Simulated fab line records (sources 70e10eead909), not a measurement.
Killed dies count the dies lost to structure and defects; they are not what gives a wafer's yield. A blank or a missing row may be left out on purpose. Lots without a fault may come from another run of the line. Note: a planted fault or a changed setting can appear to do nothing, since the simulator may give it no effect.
Chamber matching | flow nandHarc | rieDiel-05 running NHARC_A_CONTACT_ETCH_48: 4 sister chambers
The step etches the open film in CF4, target depth 39 nm, time 65 s. 14 wafers are shown with their chamber, then 7 later ones without.

== WAFERS, EACH WITH ITS CHAMBER ==
wafer  | chamber | drypumpMotorCurrentA (A) | showerheadPlenumPTorr (Torr) | rfVppV (V)
L080.2 | 0       | 5.3                      | 1.86                         | 152.3
L080.3 | 3       | 5.0                      | 1.82                         | 151.4
L080.4 | 2       | 6.3                      | 1.88                         | 153.2
L086.1 | 2       | 6.3                      | 1.88                         | 152.8
L086.2 | 0       | 5.3                      | 1.86                         | 151.8
L086.4 | 3       | 5.0                      | 1.82                         | 151.0
L089.3 | 2       | 6.4                      | 1.88                         | 152.2
L089.4 | 3       | 5.0                      | 1.82                         | 151.6
L089.5 | 0       | 5.3                      | 1.86                         | 151.7
L090.1 | 1       | 6.1                      | 1.76                         | 152.0
L090.5 | 3       | 5.0                      | 1.81                         | 151.4
L090.6 | 2       | 6.3                      | 1.88                         | 152.3
L091.1 | 2       | 6.3                      | 1.88                         | 152.7
L091.3 | 0       | 5.3                      | 1.86                         | 152.1

SIGNATURES (averages over the wafers above)
reading               | chamber 0 | chamber 1 | chamber 2 | chamber 3 | scatter within a chamber
drypumpMotorCurrentA  | 5.300     | 6.100     | 6.320     | 5.000     | 0.0283
showerheadPlenumPTorr | 1.8600    | 1.7600    | 1.8800    | 1.8175    | 0.00274
rfVppV                | 151.975   | 152.000   | 152.640   | 151.350   | 0.327
Rule: for a wafer and a chamber, the distance is found by dividing, reading by reading, the gap between the wafer's reading and the chamber's mean by the reading's scatter, squaring, summing and taking the root. The wafer belongs to the nearest chamber; if the next one is less than 2 further off, it can't be placed. The scatter: the root of (the sum of the squares of (reading less its chamber's mean) over the shown wafers, divided by (wafers less chambers)).

== WAFERS WITH NO CHAMBER GIVEN ==
wafer  | drypumpMotorCurrentA (A) | showerheadPlenumPTorr (Torr) | rfVppV (V)
L091.4 | 5.0                      | 1.81                         | 151.3
L092.1 | 6.1                      | 1.76                         | 151.5
L092.2 | 5.0                      | 1.81                         | 151.3
L092.5 | 5.0                      | 1.81                         | 150.4
L094.2 | 5.3                      | 1.86                         | 151.1
L094.3 | 5.0                      | 1.81                         | 151.7
L094.4 | 6.1                      | 1.76                         | 150.7

== WHICH CHAMBER EACH WENT THROUGH ==
wafer  | from the rows above | in truth
L091.4 | 3                   | 3
L092.1 | 1                   | 1
L092.2 | 3                   | 3
L092.5 | 3                   | 3
L094.2 | 0                   | 0
L094.3 | 3                   | 3
L094.4 | 1                   | 1
Correctly placed: 7 of 7. From these rows, 0 cannot be placed. Number placed wrongly: 0.
